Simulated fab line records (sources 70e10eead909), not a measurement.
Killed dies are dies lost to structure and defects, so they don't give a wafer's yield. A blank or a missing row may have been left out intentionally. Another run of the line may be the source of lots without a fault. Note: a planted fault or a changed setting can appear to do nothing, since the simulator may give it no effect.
Matching of chambers :: flow nand-harc :: NHARC_P_BONDPAD_ACTIVATE_29 on rie-diel-02: 4 sister chambers
The step chemistry N2, time 60 s. 8 wafers are shown with their chamber, then 10 later ones without.

## EACH WAFER AND ITS CHAMBER
wafer: L078.5
chamber: 1
drypump-motor-current-A (A): 6.1
oes-product-au (a.u.): 0.986

wafer: L079.5
chamber: 1
drypump-motor-current-A (A): 6.1
oes-product-au (a.u.): 0.986

wafer: L084.3
chamber: 0
drypump-motor-current-A (A): 5.5
oes-product-au (a.u.): 1.004

wafer: L085.1
chamber: 3
drypump-motor-current-A (A): 5.6
oes-product-au (a.u.): 1.005

wafer: L085.2
chamber: 0
drypump-motor-current-A (A): 5.4
oes-product-au (a.u.): 1.005

wafer: L085.3
chamber: 2
drypump-motor-current-A (A): 5.4
oes-product-au (a.u.): 0.996

wafer: L087.1
chamber: 3
drypump-motor-current-A (A): 5.6
oes-product-au (a.u.): 1.020

wafer: L087.2
chamber: 2
drypump-motor-current-A (A): 5.4
oes-product-au (a.u.): 0.989

## WAFERS WHOSE CHAMBER IS MISSING
wafer: L087.6
drypump-motor-current-A (A): 6.1
oes-product-au (a.u.): 0.998

wafer: L092.1
drypump-motor-current-A (A): 6.1
oes-product-au (a.u.): 1.003

wafer: L092.2
drypump-motor-current-A (A): 5.4
oes-product-au (a.u.): 0.990

wafer: L092.3
drypump-motor-current-A (A): 5.6
oes-product-au (a.u.): 1.016

wafer: L095.2
drypump-motor-current-A (A): 5.4
oes-product-au (a.u.): 1.011

wafer: L095.3
drypump-motor-current-A (A): 5.6
oes-product-au (a.u.): 1.021

wafer: L095.6
drypump-motor-current-A (A): 5.5
oes-product-au (a.u.): 1.013

wafer: L097.2
drypump-motor-current-A (A): 6.1
oes-product-au (a.u.): 0.989

wafer: L097.3
drypump-motor-current-A (A): 5.6
oes-product-au (a.u.): 1.018

wafer: L097.6
drypump-motor-current-A (A): 5.6
oes-product-au (a.u.): 1.021

## WHICH CHAMBER EACH WENT THROUGH
wafer: L087.6
from the rows above: 1
in truth: 1

wafer: L092.1
from the rows above: 1
in truth: 1

wafer: L092.2
from the rows above: 2
in truth: 2

wafer: L092.3
from the rows above: 3
in truth: 3

wafer: L095.2
from the rows above: can't be placed: 0 or 2
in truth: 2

wafer: L095.3
from the rows above: 3
in truth: 3

wafer: L095.6
from the rows above: can't be placed: 0 or 3
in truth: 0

wafer: L097.2
from the rows above: 1
in truth: 1

wafer: L097.3
from the rows above: 3
in truth: 3

wafer: L097.6
from the rows above: 3
in truth: 3
Placed correctly: 8 of 10. Cannot be placed on the basis of these rows: 2; the candidates contain the true chamber in 2. Wrongly placed: 0.
How it was worked out, from the rows above alone: a wafer's distance from a chamber is the root of the sum, over the readings, of the square of ((its reading less the chamber's mean) divided by the reading's scatter). The wafer belongs to the nearest chamber; if the next one is less than 2 further off, it can't be placed. The mean given for a chamber averages the wafers shown for that chamber. How the scatter is found: for the shown wafers, subtract from each reading the mean of its chamber, square and add these, divide the total by (wafers less chambers), then take the root.
